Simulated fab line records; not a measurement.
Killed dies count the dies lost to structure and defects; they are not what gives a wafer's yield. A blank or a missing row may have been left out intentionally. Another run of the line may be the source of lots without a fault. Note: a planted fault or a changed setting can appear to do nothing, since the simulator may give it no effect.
Matching of chambers ; flow n5 finfet ; N5_BEOL_M9_CURE_72 on uv cure-02 has 3 sister chambers
The step cures SiCOH lowk, time 120 s. 6 wafers are shown with their chamber, then 12 later ones without.

== WAFERS WITH THEIR CHAMBER ==
wafer;chamber;wafer_temp_C_max;lamp power pct (%)
L081.3;0;372.3;52.26
L081.6;0;373.8;52.32
L093.4;2;372.1;52.30
L093.5;2;371.9;52.36
L096.3;1;370.8;52.40
L096.5;1;371.1;52.38

== WAFERS WITH NO CHAMBER GIVEN ==
wafer;wafer_temp_C_max;lamp power pct (%)
L096.2;370.4;52.34
L096.4;370.7;52.21
L096.6;371.0;52.34
L092.1;372.5;52.35
L092.2;371.6;52.39
L092.5;371.6;52.25
L094.3;372.6;52.33
L094.4;372.9;52.38
L094.5;373.9;52.30
L095.2;371.0;52.37
L095.3;370.8;52.38
L095.5;371.0;52.26

== WHICH CHAMBER EACH ONE RAN IN ==
wafer;from the rows above;in truth
L096.2;can't be placed: 1 or 2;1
L096.4;can't be placed: 2 or 0 or 1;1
L096.6;can't be placed: 1 or 2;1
L092.1;can't be placed: 2 or 0 or 1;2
L092.2;can't be placed: 1 or 2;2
L092.5;can't be placed: 2 or 0 or 1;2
L094.3;can't be placed: 2 or 0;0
L094.4;can't be placed: 2 or 0 or 1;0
L094.5;can't be placed: 0 or 2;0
L095.2;can't be placed: 1 or 2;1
L095.3;can't be placed: 1 or 2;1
L095.5;can't be placed: 2 or 0 or 1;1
Correctly placed: 0 of 12. These rows do not allow placing 12 (true chamber among the candidates in 12). 0 placed wrongly.
How it was worked out, from the rows above alone: a wafer's distance from a chamber is the root of the sum, over the readings, of the square of ((its reading less the chamber's mean) divided by the reading's scatter). The wafer belongs to the nearest chamber; if the next one is less than 2 further off, it can't be placed. Each chamber's mean is taken over the wafers shown for it. The scatter is the square root of a quotient: the sum, over the shown wafers, of each reading's squared deviation from its chamber's mean, divided by wafers minus chambers.
